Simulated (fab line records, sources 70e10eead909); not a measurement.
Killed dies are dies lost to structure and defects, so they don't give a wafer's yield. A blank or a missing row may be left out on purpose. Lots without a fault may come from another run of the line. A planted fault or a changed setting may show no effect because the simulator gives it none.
Chamber matching | flow nand_harc | NHARC_P_CONTACT_DEP_30 on pecvd-04: 3 sister chambers
The step deposits SiNx, target thk 30 nm. 6 wafers are shown with their chamber, then 8 later ones without.

WAFERS WITH THEIR CHAMBER
wafer  | chamber | heater_power_w (W) | heater_power_outer_w (W)
L693.4 | 0       | 727                | 420
L697.6 | 0       | 637                | 373
L698.1 | 1       | 761                | 431
L698.2 | 2       | 711                | 416
L698.4 | 1       | 730                | 439
L699.1 | 2       | 582                | 346

WAFERS WITHOUT THEIR CHAMBER
wafer  | heater_power_w (W) | heater_power_outer_w (W)
L699.3 | 700                | 426
L699.6 | 585                | 345
L700.2 | 734                | 437
L700.4 | 625                | 325
L700.6 | 740                | 440
L702.3 | 721                | 425
L702.4 | 658                | 361
L702.5 | 580                | 329

WHICH CHAMBER EACH WENT THROUGH
wafer  | from the rows above          | in truth
L699.3 | can't be placed: 1 or 0 or 2 | 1
L699.6 | can't be placed: 2 or 0      | 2
L700.2 | can't be placed: 1 or 0 or 2 | 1
L700.4 | can't be placed: 2 or 0      | 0
L700.6 | can't be placed: 1 or 0      | 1
L702.3 | can't be placed: 1 or 0 or 2 | 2
L702.4 | can't be placed: 2 or 0 or 1 | 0
L702.5 | can't be placed: 2 or 0      | 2
Placed correctly: 0 of 8. Can't be placed from these rows: 8 (the true chamber is among the candidates in 8). Placed wrongly: 0.
How it was worked out, from the rows above alone: a wafer's distance from a chamber is the root of the sum, over the readings, of the square of ((its reading less the chamber's mean) divided by the reading's scatter). The wafer belongs to the nearest chamber; if the next one is less than 2 further off, it can't be placed. A chamber's mean is the mean of its shown wafers. The scatter: the root of (the sum of the squares of (reading less its chamber's mean) over the shown wafers, divided by (wafers less chambers)).
